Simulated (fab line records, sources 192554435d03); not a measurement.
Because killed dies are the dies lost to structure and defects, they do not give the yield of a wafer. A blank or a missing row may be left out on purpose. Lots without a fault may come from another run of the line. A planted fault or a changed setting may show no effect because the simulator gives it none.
Comparing a struck lot with a sound one + flow n5_finfet + 37 out of 1938 route steps
Sound: these wafers, L592.2, L592.3, L592.4. Struck: wafers L595.3, L595.4, L595.6. Last of all comes the cause.
For every step that has rows: the tool of each side, followed by ch and its chambers, followed by its first start. Under that, the readings that differ: sound wafers + struck wafers + difference of the means + sigmas: that difference in standard deviations of wafers without a fault.
alike: readings whose means differ by less than 2 such deviations, and words and numbers that are the same on both sides. not compared: withheld readings, readings that some wafer has no value for, bounds like >300 that may hide the same value, and numbers for which the record gives no deviation and whose values overlap.
The two part at a step that has a row with sigmas, a row that says differs or no value, or rows on one side only. Numbers that don't overlap but have no deviation are shown without sigmas and don't part them. Lack of a reading on every wafer of one side parts them only where that side has two or more wafers.

first, 9 steps without rows for these wafers: N5_BEOL_M4_ANNEAL_95 (time 240 s); N5_BEOL_M4_SPUTTER_96 (material Cu, target thk 4.5 nm, time 8.29 s); N5_BEOL_M4_ECD_50 (material Cu, target thk 300 nm); N5_BEOL_M4_ANNEAL_51 (time 90 s); N5_BEOL_M4_CMP_52 (polishes, stops on SiOC, t overpolish 6.8 s, target thk 40 nm); N5_BEOL_M4_PRE_CLEAN_60 (time 15 s); N5_BEOL_M4_CO_CAP_55 (material Co, precursor CCTBA/H2, target thk 2 nm, time 102.1 s); N5_BEOL_M4_PRE_CLEAN_56 (time 15 s); N5_BEOL_M4_DEP_57 (deposits SiCN from 3MS/NH3, target thk 8 nm, time 14 s).
N5_BEOL_M4_RC_MEAS_101:
  sound on prober-01 ch 0, day 9 00:53; struck on prober-01 ch 0, day 9 22:35
| reading       | sound       | struck      | difference | sigmas |
|---------------|-------------|-------------|------------|--------|
| ION_N (uA/um) | 652 649 629 | 674 678 682 | +35        | +2     |
| ION_P (uA/um) | 450 450 442 | 467 471 472 | +23        | +2     |
  alike: DIBL_N, DIBL_P, IOFF_N, IOFF_P, SS_N, SS_P, VT_N, VT_P
then, 24 steps without rows for these wafers: N5_BEOL_M5_ILD_DEP_00 (deposits SiCOH lowk from DEMS/porogen, target thk 140.64 nm, time 25.9 s); N5_BEOL_M5_CURE_79 (cures SiCOH lowk, time 240 s); N5_BEOL_M5_PECVD_70 (deposits SiO2 from TEOS/O2, target thk 16 nm, time 18 s); N5_BEOL_M5_HM_DEP_02 (deposits TiN, target thk 20 nm); N5_BEOL_M5_COAT_59 (time 60 s, resist thk 60 nm); N5_BEOL_M5_COAT_60 (time 60 s, resist thk 12 nm); N5_BEOL_M5_COAT_71 (time 60 s, resist thk 5 nm); N5_BEOL_M5_COAT_05 (resist thk 30 nm); N5_BEOL_M5_EBR_07; N5_BEOL_M5_SOFTBAKE_06 (time 60 s); N5_BEOL_M5_EXPOSE_08 (exposes mask M5, target cd 28 nm); N5_BEOL_M5_PEB_09 (peb time 60 s); N5_BEOL_M5_DEVELOP_10 (develop time 30 s); N5_BEOL_M5_DESCUM_16 (chemistry O2, time 7 s); N5_BEOL_M5_ETCH_72 (etches underlayer in N2/H2, target depth 6.5 nm, time 5.2 s); N5_BEOL_M5_ETCH_61 (etches SiARC in CF4, target depth 15.6 nm, time 26 s); N5_BEOL_M5_ETCH_62 (etches SOC in N2/H2, target depth 75 nm, overetch 15 nm, time 112.5 s); N5_BEOL_M5_STRIP_63 (strips in N2/H2); N5_BEOL_M5_STRIP_73 (strips in N2/H2); N5_BEOL_M5_STRIP_64 (strips in CF4); N5_BEOL_M5_HM_OPEN_17 (chemistry Cl2/BCl3, target TiN, target depth 20 nm, overetch 6 nm); N5_BEOL_M5_STRIP_19 (strips in O2); N5_BEOL_M5_COAT_65 (time 60 s, resist thk 60 nm); N5_BEOL_M5_COAT_66 (time 60 s, resist thk 12 nm).
N5_BEOL_M7_CVD_78: deposits Co from CCTBA/H2, target thk 2 nm, time 142.3 s.
  sound on cvd_co-01 ch 0,2, day 10 02:27; struck on cvd_co-02 ch 0,1,2, day 11 07:18
  no value came back on the struck wafers for chamber_pressure_Torr (Torr), run_length_s (s); on the sound wafers chamber_pressure_Torr (Torr) reads 29.98 29.99 29.95
N5_BEOL_M7_CMP_52: polishes, stops on SiCOH lowk, t overpolish 6.9 s, target thk 80 nm.
  sound on cmp-03 ch 0,2,3, day 10 03:17; struck on cmp-04 ch 0,3, day 11 08:02
| reading                      | sound          | struck         | difference | sigmas |
|------------------------------|----------------|----------------|------------|--------|
| barrier_field_endpoint_s (s) | 28.8 28.4 27.8 | 25.7 26.4 25.4 | -2.5       | -3     |
  alike: clearing_platen_down_force_psi, motor_current_A
-- record jumps: 3 days separate the struck wafers' starts on either side; left off in module BEOL_M7, taken up again in module PASSIVATION, whose first shown step is the route's number 1936 --
N5_PASSIVATION_PROBE_49:
  sound on prober-01, day 13 03:56; struck on prober-01, day 14 15:41
| reading                  | sound          | struck         | difference | sigmas      |
|--------------------------|----------------|----------------|------------|-------------|
| defect_limited_yield (%) | 88.4 88.4 89.6 | 18.0 17.0 18.2 | -71.1      | -44         |
| killed_at_M4_up          | 17 9 16        | 895 909 891    | +884       | +99 or more |
| killed_at_front_end      | 59 62 58       | 20 28 39       | -31        | -3          |
| killed_dies              | 137 137 123    | 968 979 965    | +838       | +47         |
| killed_on_rim            | 20 17 16       | 128 151 152    | +126       | +30         |
| killed_open              | 86 80 89       | 49 59 54       | -31        | -2          |
| killed_short             | 50 56 34       | 31 21 29       | -20        | -2          |
| sort_bin_5_function (%)  | 6.9 6.3 5.6    | 70.2 69.8 68.9 | +63.4      | +66         |
| sort_bin_6_memory (%)    | 4.3 4.9 4.6    | 11.7 13.1 12.6 | +7.9       | +10         |
| sort_n_pass              | 1043 1043 1036 | 212 201 215    | -831       | -42         |
| sort_yield_pct (%)       | 88.4 88.4 87.8 | 18.0 17.0 18.2 | -70.5      | -41         |
  alike: killed_at_M0_to_M3, killed_at_contacts, killed_at_other, sort_bin_8_speed

## WHERE THEY PART
At N5_BEOL_M4_RC_MEAS_101 first; at N5_PASSIVATION_PROBE_49 last (within this record only).

WHY: what had been put in by the simulator
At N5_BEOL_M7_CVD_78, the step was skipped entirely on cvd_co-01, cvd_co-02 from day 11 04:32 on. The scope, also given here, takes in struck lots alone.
